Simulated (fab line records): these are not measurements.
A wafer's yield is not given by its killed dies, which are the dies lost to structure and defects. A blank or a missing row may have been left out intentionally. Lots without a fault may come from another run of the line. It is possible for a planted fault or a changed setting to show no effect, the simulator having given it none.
Which tool did it? / flow nand harc / 6 lots (18 wafers sampled), 1 step of a 1302-step route

WHAT EACH GAUGE READ, for each wafer
NHARC_P_M1_CD_MEAS_16.
lot=L301; measured=day 6 22:25; on=cd sem-01; cd nm (nm)=128.5 130.3 129.0
lot=L304; measured=day 8 11:47; on=cd sem-02; cd nm (nm)=129.9 129.3 128.7
lot=L306; measured=day 9 10:38; on=cd sem-01; cd nm (nm)=129.2 129.8 130.0
lot=L308; measured=day 10 12:59; on=cd sem-02; cd nm (nm)=128.7 128.7 128.7
lot=L309; measured=day 10 20:58; on=cd sem-01; cd nm (nm)=129.5 130.2 128.6
lot=L315; measured=day 12 20:25; on=cd sem-03; cd nm (nm)=130.3 130.1 130.0

WHICH TOOL RAN EACH LOT (tool, then ch and the chambers of the sampled wafers, then the start)
Record: no process step prior to these readings.

THE ANSWER, worked out from the rows above alone
Rule: the usual values come from the lots themselves. The widest of any qualifying gaps counts: lots, ordered by their means at a reading, are off when they make up no more than a third of the lots, leave a main group of 4 or more, and stand apart from it by 3 or more times the standard deviation of that group's means. A main group is skipped when, at the precision printed for the reading in the tables above, its means are all equal. Also off: a lot with no number at a reading for which 4 or more lots have one. The other lots that the step has rows for count as sound.
No lot is off on any of the readings shown, so nothing can be concluded from this.

WHAT THE SIMULATOR PUT IN
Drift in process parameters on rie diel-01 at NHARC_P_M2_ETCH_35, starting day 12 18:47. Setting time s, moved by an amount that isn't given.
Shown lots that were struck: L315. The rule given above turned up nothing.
